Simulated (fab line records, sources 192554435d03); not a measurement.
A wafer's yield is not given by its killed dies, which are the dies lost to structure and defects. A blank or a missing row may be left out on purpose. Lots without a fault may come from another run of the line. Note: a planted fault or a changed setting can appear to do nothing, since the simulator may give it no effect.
Lot-split experiment || flow n5Finfet || on a route of 1938 steps: 7 lots, 39 wafers read

== ABOUT THE SPLIT ==
At N5_WELL_APT_EXPOSE_05 (exposes mask NWELL, defocus 0 nm, target cd 200 nm), the setting doseMj was moved away from the recipe's 20.3 on 18 of the 39 wafers read, by -4.8% to +6.6%. The other wafers ran this setting at the recipe's value.

== FROM THE SPLIT TO THE READING: what the file shows between them, 3 steps ==
- N5_WELL_APT_PEB_06: peb time 90 s
- N5_WELL_APT_DEVELOP_07: develop time 45 s
- N5_WELL_APT_HARDBAKE_12: time 120 s

== THE READING ==
At N5_WELL_APT_CD_MEAS_08: cdNm in nanometres, against a target cd of 200 nm. Fault-free wafers of this fab line usually give 198.2 nm, standard deviation 2.4 nm.

{"wafer": "L078.2", "tool, chamber at the split": "krfScanner-01, 0", "doseMj as run": 20.3, "against the recipe": "recipe", "cdNm, nm": 196.4, "against lot-mates on the recipe": "-"}
{"wafer": "L078.4", "tool, chamber at the split": "krfScanner-01, 0", "doseMj as run": 20.3, "against the recipe": "recipe", "cdNm, nm": 200.8, "against lot-mates on the recipe": "-"}
{"wafer": "L078.5", "tool, chamber at the split": "krfScanner-01, 0", "doseMj as run": 20.3, "against the recipe": "recipe", "cdNm, nm": 195.4, "against lot-mates on the recipe": "-"}
{"wafer": "L080.1", "tool, chamber at the split": "krfScanner-02, 0", "doseMj as run": 19.38, "against the recipe": "-4.5%", "cdNm, nm": 191.3, "against lot-mates on the recipe": -2.2}
{"wafer": "L080.2", "tool, chamber at the split": "krfScanner-02, 0", "doseMj as run": 20.3, "against the recipe": "recipe", "cdNm, nm": 192.4, "against lot-mates on the recipe": "-"}
{"wafer": "L080.3", "tool, chamber at the split": "krfScanner-02, 0", "doseMj as run": 20.3, "against the recipe": "recipe", "cdNm, nm": 194.4, "against lot-mates on the recipe": "-"}
{"wafer": "L080.4", "tool, chamber at the split": "krfScanner-02, 0", "doseMj as run": 19.38, "against the recipe": "-4.5%", "cdNm, nm": 190.5, "against lot-mates on the recipe": -3.0}
{"wafer": "L080.5", "tool, chamber at the split": "krfScanner-02, 0", "doseMj as run": 20.3, "against the recipe": "recipe", "cdNm, nm": 193.7, "against lot-mates on the recipe": "-"}
{"wafer": "L080.6", "tool, chamber at the split": "krfScanner-02, 0", "doseMj as run": 19.38, "against the recipe": "-4.5%", "cdNm, nm": 187.6, "against lot-mates on the recipe": -5.9}
{"wafer": "L081.1", "tool, chamber at the split": "krfScanner-02, 0", "doseMj as run": 20.3, "against the recipe": "recipe", "cdNm, nm": 203.7, "against lot-mates on the recipe": "-"}
{"wafer": "L081.2", "tool, chamber at the split": "krfScanner-02, 0", "doseMj as run": 21.12, "against the recipe": "+4.0%", "cdNm, nm": 207.7, "against lot-mates on the recipe": "+7.6"}
{"wafer": "L081.3", "tool, chamber at the split": "krfScanner-02, 0", "doseMj as run": 20.3, "against the recipe": "recipe", "cdNm, nm": 199.1, "against lot-mates on the recipe": "-"}
{"wafer": "L081.4", "tool, chamber at the split": "krfScanner-02, 0", "doseMj as run": 20.3, "against the recipe": "recipe", "cdNm, nm": 197.5, "against lot-mates on the recipe": "-"}
{"wafer": "L081.5", "tool, chamber at the split": "krfScanner-02, 0", "doseMj as run": 21.12, "against the recipe": "+4.0%", "cdNm, nm": 209.1, "against lot-mates on the recipe": "+9.0"}
{"wafer": "L081.6", "tool, chamber at the split": "krfScanner-02, 0", "doseMj as run": 21.12, "against the recipe": "+4.0%", "cdNm, nm": 203.4, "against lot-mates on the recipe": "+3.3"}
{"wafer": "L085.1", "tool, chamber at the split": "krfScanner-02, 0", "doseMj as run": 21.52, "against the recipe": "+6.0%", "cdNm, nm": 209.5, "against lot-mates on the recipe": "+11.8"}
{"wafer": "L085.2", "tool, chamber at the split": "krfScanner-02, 0", "doseMj as run": 20.3, "against the recipe": "recipe", "cdNm, nm": 195.6, "against lot-mates on the recipe": "-"}
{"wafer": "L085.3", "tool, chamber at the split": "krfScanner-02, 0", "doseMj as run": 21.52, "against the recipe": "+6.0%", "cdNm, nm": 208.3, "against lot-mates on the recipe": "+10.6"}
{"wafer": "L085.4", "tool, chamber at the split": "krfScanner-02, 0", "doseMj as run": 20.3, "against the recipe": "recipe", "cdNm, nm": 198.4, "against lot-mates on the recipe": "-"}
{"wafer": "L085.5", "tool, chamber at the split": "krfScanner-02, 0", "doseMj as run": 20.3, "against the recipe": "recipe", "cdNm, nm": 199.0, "against lot-mates on the recipe": "-"}
{"wafer": "L085.6", "tool, chamber at the split": "krfScanner-02, 0", "doseMj as run": 21.52, "against the recipe": "+6.0%", "cdNm, nm": 209.2, "against lot-mates on the recipe": "+11.5"}
{"wafer": "L086.1", "tool, chamber at the split": "krfScanner-01, 0", "doseMj as run": 20.3, "against the recipe": "recipe", "cdNm, nm": 199.8, "against lot-mates on the recipe": "-"}
{"wafer": "L086.2", "tool, chamber at the split": "krfScanner-01, 0", "doseMj as run": 20.97, "against the recipe": "+3.3%", "cdNm, nm": 205.7, "against lot-mates on the recipe": "+5.9"}
{"wafer": "L086.3", "tool, chamber at the split": "krfScanner-01, 0", "doseMj as run": 20.3, "against the recipe": "recipe", "cdNm, nm": 199.0, "against lot-mates on the recipe": "-"}
{"wafer": "L086.4", "tool, chamber at the split": "krfScanner-01, 0", "doseMj as run": 20.3, "against the recipe": "recipe", "cdNm, nm": 200.6, "against lot-mates on the recipe": "-"}
{"wafer": "L086.5", "tool, chamber at the split": "krfScanner-01, 0", "doseMj as run": 20.97, "against the recipe": "+3.3%", "cdNm, nm": 206.1, "against lot-mates on the recipe": "+6.3"}
{"wafer": "L086.6", "tool, chamber at the split": "krfScanner-01, 0", "doseMj as run": 20.97, "against the recipe": "+3.3%", "cdNm, nm": 202.7, "against lot-mates on the recipe": "+2.9"}
{"wafer": "L089.1", "tool, chamber at the split": "krfScanner-02, 0", "doseMj as run": 21.64, "against the recipe": "+6.6%", "cdNm, nm": 207.9, "against lot-mates on the recipe": "+9.4"}
{"wafer": "L089.2", "tool, chamber at the split": "krfScanner-02, 0", "doseMj as run": 21.64, "against the recipe": "+6.6%", "cdNm, nm": 209.0, "against lot-mates on the recipe": "+10.5"}
{"wafer": "L089.3", "tool, chamber at the split": "krfScanner-02, 0", "doseMj as run": 20.3, "against the recipe": "recipe", "cdNm, nm": 194.8, "against lot-mates on the recipe": "-"}
{"wafer": "L089.4", "tool, chamber at the split": "krfScanner-02, 0", "doseMj as run": 20.3, "against the recipe": "recipe", "cdNm, nm": 202.2, "against lot-mates on the recipe": "-"}
{"wafer": "L089.5", "tool, chamber at the split": "krfScanner-02, 0", "doseMj as run": 20.3, "against the recipe": "recipe", "cdNm, nm": 198.6, "against lot-mates on the recipe": "-"}
{"wafer": "L089.6", "tool, chamber at the split": "krfScanner-02, 0", "doseMj as run": 21.64, "against the recipe": "+6.6%", "cdNm, nm": 207.8, "against lot-mates on the recipe": "+9.3"}
{"wafer": "L096.1", "tool, chamber at the split": "krfScanner-02, 0", "doseMj as run": 19.33, "against the recipe": "-4.8%", "cdNm, nm": 187.3, "against lot-mates on the recipe": -8.7}
{"wafer": "L096.2", "tool, chamber at the split": "krfScanner-02, 0", "doseMj as run": 20.3, "against the recipe": "recipe", "cdNm, nm": 196.3, "against lot-mates on the recipe": "-"}
{"wafer": "L096.3", "tool, chamber at the split": "krfScanner-02, 0", "doseMj as run": 19.33, "against the recipe": "-4.8%", "cdNm, nm": 192.5, "against lot-mates on the recipe": -3.5}
{"wafer": "L096.4", "tool, chamber at the split": "krfScanner-02, 0", "doseMj as run": 20.3, "against the recipe": "recipe", "cdNm, nm": 195.0, "against lot-mates on the recipe": "-"}
{"wafer": "L096.5", "tool, chamber at the split": "krfScanner-02, 0", "doseMj as run": 19.33, "against the recipe": "-4.8%", "cdNm, nm": 189.9, "against lot-mates on the recipe": -6.1}
{"wafer": "L096.6", "tool, chamber at the split": "krfScanner-02, 0", "doseMj as run": 20.3, "against the recipe": "recipe", "cdNm, nm": 196.6, "against lot-mates on the recipe": "-"}

FIT RESULTS
A straight line over all 39 wafers: cdNm changes by +1.79 nm for each +1% of doseMj; r = +0.92; the points scatter about the line by 2.5 nm.
The same after taking each lot's own level away (the mean of its wafers on the recipe; 39 wafers): +1.43 nm for each +1%; r = +0.92; scatter 2.1 nm.
According to that fit, moving doseMj by its largest amount changes the reading by 9.4 nm.
The span of the lots' own levels, 193.50 to 200.10 nm, comes to 2.7 times the standard deviation stated above.
So the lot-to-lot level changes the slope: the two fits differ.
Check: for one of the wafers moved furthest among these (+6.6%), held out of the fit, the line's prediction against its lot-mates is +10.1 nm. Against them it came out at +9.37 nm.

== THE WHOLE CHAIN: every reading that the file lists as answering this split, in the file's order ==
{"step": "N5_WELL_APT_CD_MEAS_08", "what it does": "target cd 200 nm", "reading": "cdNm", "change (the file's fit)": "+1.47 nm for each +1% of the setting", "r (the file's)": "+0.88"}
{"step": "N5_WELL_APT_DESCUM_13", "what it does": "chemistry O2, time 7.9 s", "reading": "WELL_APT.cdNm (the simulator's own value, which no gauge read)", "change (the file's fit)": "+1.47 nm for each +1% of the setting", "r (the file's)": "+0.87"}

== FILE'S OWN FIT ==
cdNm changes by +1.47 nm for each +1% of doseMj, r = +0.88.
